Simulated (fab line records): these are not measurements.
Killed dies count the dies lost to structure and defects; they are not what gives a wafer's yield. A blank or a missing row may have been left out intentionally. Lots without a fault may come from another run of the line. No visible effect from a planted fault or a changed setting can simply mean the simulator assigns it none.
Matching of chambers	flow n5 finfet	4 sister chambers for N5_BEOL_M6_ETCH_62 on rie diel-04
The step etches SOC in N2/H2, target depth 110 nm, overetch 22 nm, time 165 s. 16 wafers are shown with their chamber, then 8 later ones without.

## WAFERS PAIRED WITH THEIR CHAMBERS
wafer	chamber	showerhead plenum p Torr (Torr)	throttle valve pct (%)	oes product au (a.u.)
L077.1	2	2.41	18.1	0.59
L077.4	1	2.60	17.6	0.74
L077.5	3	2.71	17.2	0.81
L078.1	1	2.60	17.6	0.74
L078.3	2	2.41	18.1	0.60
L078.4	3	2.70	17.2	0.80
L079.1	1	2.60	17.6	0.73
L079.4	2	2.41	18.1	0.59
L079.6	3	2.70	17.3	0.80
L081.1	1	2.59	17.6	0.72
L081.3	0	2.53	18.3	0.61
L081.4	3	2.70	17.3	0.78
L086.1	0	2.53	18.4	0.61
L086.5	3	2.69	17.3	0.75
L086.6	0	2.53	18.3	0.61
L090.3	3	2.69	17.3	0.75

SIGNATURES, as means of the wafers listed above
reading	chamber 0	chamber 1	chamber 2	chamber 3	scatter within a chamber
showerhead plenum p Torr	2.5300	2.5975	2.4100	2.6983	0.00546
throttle valve pct	18.333	17.600	18.100	17.267	0.0408
oes product au	0.6100	0.7325	0.5933	0.7817	0.0179
Rule: for each reading, subtract the chamber's mean from the wafer's reading, divide by that reading's scatter and square the result; add these up over the readings and take the root, which gives the wafer's distance from the chamber. The wafer belongs to the nearest chamber; if the next one is less than 2 further off, it can't be placed. The scatter is the square root of a quotient: the sum, over the shown wafers, of each reading's squared deviation from its chamber's mean, divided by wafers minus chambers.

## WAFERS WHOSE CHAMBER IS MISSING
wafer	showerhead plenum p Torr (Torr)	throttle valve pct (%)	oes product au (a.u.)
L090.4	2.52	18.4	0.61
L090.5	2.52	18.4	0.60
L091.1	2.52	18.4	0.60
L091.2	2.40	18.2	0.58
L091.6	2.40	18.2	0.58
L096.2	2.58	17.6	0.69
L096.4	2.58	17.6	0.69
L096.5	2.69	17.3	0.74

## WHICH CHAMBER EACH WENT THROUGH
wafer	from the rows above	in truth
L090.4	0	0
L090.5	0	0
L091.1	0	0
L091.2	2	2
L091.6	2	2
L096.2	1	1
L096.4	1	1
L096.5	3	3
Placed correctly: 8 of 8. Left unplaced by these rows: 0. 0 placed wrongly.
